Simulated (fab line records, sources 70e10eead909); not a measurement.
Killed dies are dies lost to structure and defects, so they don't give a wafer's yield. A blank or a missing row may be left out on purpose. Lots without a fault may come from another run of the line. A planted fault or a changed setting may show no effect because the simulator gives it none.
Which tool did it? | flow nand_harc | 12 lots, 36 wafers sampled, at 3 steps of a route of 1159

WHAT THE GAUGES READ, wafer by wafer
NHARC_A_CONTACT_CD_MEAS_53.
lot  | measured     | on        | cd_nm (nm)
L074 | day 16 10:54 | cd_sem-03 | 189.6 189.7 190.4
L077 | day 16 16:37 | cd_sem-02 | 190.7 190.7 190.3
L080 | day 17 20:08 | cd_sem-01 | 189.2 187.6 187.3
L082 | day 18 07:23 | cd_sem-02 | 188.2 188.8 188.9
L084 | day 18 20:08 | cd_sem-02 | 190.6 190.3 190.0
L087 | day 19 10:16 | cd_sem-01 | 190.6 190.7 189.3
L086 | day 19 13:37 | cd_sem-03 | 188.8 189.0 189.4
L091 | day 20 02:53 | cd_sem-01 | 189.0 189.2 188.6
L089 | day 20 10:01 | cd_sem-02 | 189.7 189.6 190.1
L094 | day 21 04:29 | cd_sem-02 | 189.9 189.7 189.4
L096 | day 21 15:22 | cd_sem-02 | 188.8 188.7 189.2
L097 | day 21 15:38 | cd_sem-01 | 189.6 189.7 190.0

WHICH TOOL RAN EACH LOT (tool, then ch and the chambers of the sampled wafers, then the start)
lot  | NHARC_A_WL_FILL_ETCHBACK_04       | NHARC_A_CONTACT_ETCH_123
L074 | rie_metal-03 ch 0, day 15 04:33   | har_cap_etch-02 ch 0,1, day 16 10:08
L077 | rie_metal-01 ch 0,1, day 15 11:41 | har_cap_etch-02 ch 0,1, day 16 15:44
L080 | rie_metal-01 ch 0,1, day 16 10:21 | har_cap_etch-02 ch 0,1, day 17 19:19
L082 | rie_metal-01 ch 0,1, day 16 23:32 | har_cap_etch-03 ch 0,1, day 18 06:34
L084 | rie_metal-01 ch 0,1, day 17 11:37 | har_cap_etch-03 ch 0,1, day 18 19:19
L087 | rie_metal-02 ch 0, day 18 01:56   | har_cap_etch-03 ch 0, day 19 08:50
L086 | rie_metal-01 ch 0,1, day 18 04:40 | har_cap_etch-03 ch 0, day 19 12:41
L091 | rie_metal-01 ch 0,1, day 18 20:26 | har_cap_etch-01 ch 0,1, day 20 01:59
L089 | rie_metal-02 ch 0,1, day 19 03:43 | har_cap_etch-03 ch 0, day 20 09:11
L094 | rie_metal-01 ch 1, day 19 21:31   | har_cap_etch-03 ch 0,1, day 21 03:40
L096 | rie_metal-03 ch 0,1, day 20 07:45 | har_cap_etch-01 ch 0,1, day 21 14:38
L097 | rie_metal-01 ch 0,1, day 20 10:32 | har_cap_etch-03 ch 0,1, day 21 14:44
- NHARC_A_WL_FILL_ETCHBACK_04: etches the open film in NF3, target depth 60 nm, time 120 s.
- NHARC_A_CONTACT_ETCH_123: etches the open film in C4F8/O2/Ar, time 253 s, target depth 1090 nm.

THE ANSWER, worked out from the rows above alone
Rule: what is usual is taken from the lots themselves. Put in order of their means at a reading, lots are off if they are a third of the lots or fewer, leave a main group of 4 or more, and stand apart from it by a gap of 3 or more times the standard deviation of the main group's means; of several such gaps the widest counts. A main group whose means are all the same, to the digits that the tables above print for the reading, isn't used. A lot without any number at a reading at which 4 lots or more have one is off too. The other lots that the step has rows for count as sound.
No lot is off at any reading shown: from this, nothing can be told.

WHAT THE SIMULATOR HAD PUT IN
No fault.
